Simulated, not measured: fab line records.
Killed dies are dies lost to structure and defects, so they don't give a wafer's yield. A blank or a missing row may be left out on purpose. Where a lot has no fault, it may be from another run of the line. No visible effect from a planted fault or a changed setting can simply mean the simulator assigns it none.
8D (eight disciplines) problem report, filled in by code | flow n5-finfet | the parts of the form that need people (team, actions taken, sign-off) are left out

## 1. THE ISSUE
Mean of rf-fwd-power-W at N5_MOL_CONTACT_COAG_ETCH_15: 462.9 W across 4 wafers in 2 lots; on wafers with no fault it is 392.0 W (standard deviation 1.4). Measured from the usual mean, that is +51 standard deviations.
The step: etches SiNx in CH3F/O2, stops on Si:P, target depth 7 nm.
Seen first at day 6 12:55 on rie-diel-04, wafer L587.2. Wafers with a number at this step in the record: 27, from 9 lots. Rule for "out", or "out of limits": more than 4 standard deviations from the usual mean. The rest of the wafers with a number are treated as sound.

## 2. WHAT IT IS, AND WHAT IT ISN'T
question                    | is                             | is not
which readings at this step | rf-fwd-power-W, rf-vpp-V       | chamber-pressure-mTorr, drypump-motor-current-A, oes_f_703_au, oes_o_777_au, oes-product-au, showerhead-plenum-p-Torr, throttle-valve-pct
which lots                  | L586, L587                     | L583, L585, L598, L599, L600, L601, L602
which wafers of those lots  | L586.2, L586.4, L587.2, L587.5 | L586.1, L587.4
read on which tools         | rie-diel-04                    | rie-diel-02, rie-diel-05
when                        | from day 6 12:55               | up to then (7 sound wafers); but 16 sound wafers of L586, L598, L599, L600, L601, L602 came after

## 3. THE SUSPECTS, EACH WITH WHAT RULES IT OUT
Counting: a tool at a process step up to the reading stays a suspect if it ran every lot that is out. Sound lots after the first of them don't rule it out here, since some wafers of a struck lot are sound.
- rie-diel-04 at N5_MOL_CONTACT_COAG_ETCH_15 (etches SiNx in CH3F/O2, stops on Si:P, target depth 7 nm): kept. It ran every lot that is out, first L587 (day 6 12:55); its last sound lot up to then is L585 (day 6 01:14). Its own readings are out on those wafers: rf-fwd-power-W, rf-vpp-V.
- rie-diel-04, N5_MOL_CONTACT_COAG_ETCH_15: wafers that are out in chamber 2, sound lot-mates in chambers 0, 1.
Remaining after the count: rie-diel-04 at N5_MOL_CONTACT_COAG_ETCH_15.

## 4. THE CAUSE (what the simulator had put in)
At N5_MOL_CONTACT_COAG_ETCH_15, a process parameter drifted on rie-diel-04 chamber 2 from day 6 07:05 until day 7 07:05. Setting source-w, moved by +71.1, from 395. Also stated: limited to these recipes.
The count eliminated every tool but this one.

## 5. THE EFFECT CHAIN, in route order
Each row: a reading where the mean over the struck wafers with a number is more than 3 standard deviations away from the usual. Readings are gone through only where the record gives a usual standard deviation; hours: the median, over the lots, of the time from a lot's start at the first step in this table giving one to that lot's start at this step; sigmas: the change measured in usual standard deviations.
hours | step                        | reading        | usual   | on struck wafers | change | sigmas
0     | N5_MOL_CONTACT_COAG_ETCH_15 | rf-fwd-power-W | 392.0 W | 462.9            | +70.9  | +51
0     | N5_MOL_CONTACT_COAG_ETCH_15 | rf-vpp-V       | 297 V   | 268              | -29    | -5.4
Process steps it contains:
- N5_MOL_CONTACT_COAG_ETCH_15: etches SiNx in CH3F/O2, stops on Si:P, target depth 7 nm.
Later steps that measure or inspect, where all struck wafers having a row at the step show a number for every such reading and not one has moved that far: N5_BEOL_M4_RC_MEAS_101.

## 6. WHAT WOULD HAVE CAUGHT IT SOONER
In this record the first reading out of limits was taken at day 6 12:55, 6 hours after the fault began at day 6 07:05.
